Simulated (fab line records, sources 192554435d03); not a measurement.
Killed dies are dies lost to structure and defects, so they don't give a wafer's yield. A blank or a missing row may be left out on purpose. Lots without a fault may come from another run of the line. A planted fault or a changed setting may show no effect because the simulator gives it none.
Chamber matching | flow n5_finfet | N5_BEOL_M12_CMP_49 on cmp-03: 4 sister chambers
The step polishes, stops on SiOC, t overpolish 20.6 s, target thk 320 nm. 4 wafers are shown with their chamber, then 9 later ones without.

WAFERS WITH THEIR CHAMBER
wafer  | chamber | motor_current_A (A)
L082.5 | 0       | 5.7
L083.2 | 1       | 5.2
L084.2 | 2       | 6.0
L084.6 | 3       | 7.1

WAFERS WITHOUT THEIR CHAMBER
wafer  | motor_current_A (A)
L090.2 | 5.8
L090.3 | 5.5
L090.5 | 7.3
L088.1 | 5.9
L088.3 | 5.1
L088.4 | 7.3
L096.2 | 7.2
L096.4 | 5.4
L096.6 | 5.3

WHICH CHAMBER EACH WENT THROUGH
wafer  | from the rows above          | in truth
L090.2 | can't be placed: 0 or 2      | 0
L090.3 | can't be placed: 0 or 1 or 2 | 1
L090.5 | 3                            | 3
L088.1 | can't be placed: 2 or 0      | 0
L088.3 | 1                            | 1
L088.4 | 3                            | 3
L096.2 | 3                            | 3
L096.4 | can't be placed: 1 or 0      | 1
L096.6 | can't be placed: 1 or 0      | 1
Placed correctly: 4 of 9. Can't be placed from these rows: 5 (the true chamber is among the candidates in 5). Placed wrongly: 0.
How it was worked out, from the rows above alone: a wafer's distance from a chamber is the root of the sum, over the readings, of the square of ((its reading less the chamber's mean) divided by the reading's scatter). The wafer belongs to the nearest chamber; if the next one is less than 2 further off, it can't be placed. A chamber's mean is the mean of its shown wafers. The scatter: with one shown wafer a chamber, the root of the mean of the squares of how far each hidden wafer lies from its nearest shown one.
